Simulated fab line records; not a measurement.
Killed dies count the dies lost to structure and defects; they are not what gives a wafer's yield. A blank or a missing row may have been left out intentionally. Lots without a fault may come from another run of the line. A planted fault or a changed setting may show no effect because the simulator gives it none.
Matching of chambers    flow n5 finfet    N5_BEOL_M8_ETCH_65 on rie diel-04 has 4 sister chambers
The step etches SiARC in CF4, target depth 15.6 nm, time 26 s. 8 wafers are shown with their chamber, then 7 later ones without.

EACH WAFER AND ITS CHAMBER
wafer   chamber  showerhead plenum p Torr (Torr)  throttle valve pct (%)
L076.6  2        2.11                             15.90
L077.3  2        2.11                             15.91
L077.4  0        2.27                             15.67
L082.2  1        2.20                             15.47
L082.3  0        2.26                             15.67
L082.6  3        2.10                             15.23
L083.1  1        2.20                             15.47
L083.3  3        2.10                             15.23

WAFERS WITH NO CHAMBER GIVEN
wafer   showerhead plenum p Torr (Torr)  throttle valve pct (%)
L083.6  2.20                             15.49
L087.1  2.10                             15.43
L087.2  2.10                             15.27
L087.3  2.20                             15.50
L096.2  2.19                             15.06
L096.3  2.09                             15.47
L096.5  2.09                             15.49

WHICH CHAMBER EACH ONE RAN IN
wafer    from the rows above   in truth
L083.6   1                     1
L087.1   1                     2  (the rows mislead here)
L087.2   3                     3
L087.3   1                     1
L096.2   3                     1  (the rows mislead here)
L096.3   1                     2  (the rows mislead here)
L096.5   1                     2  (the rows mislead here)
Placed correctly: 3 of 7. Can't be placed from these rows: 0. 4 placed wrongly.
How it was worked out, from the rows above alone: a wafer's distance from a chamber is the root of the sum, over the readings, of the square of ((its reading less the chamber's mean) divided by the reading's scatter). If the next closest chamber is less than 2 further off than the closest, the wafer can't be placed; otherwise it belongs to the closest. For every chamber, the mean is computed from those of its wafers that are shown. The scatter: take each reading less its chamber's mean, square it, sum over the shown wafers, divide by the number of wafers less the number of chambers, and take the root.
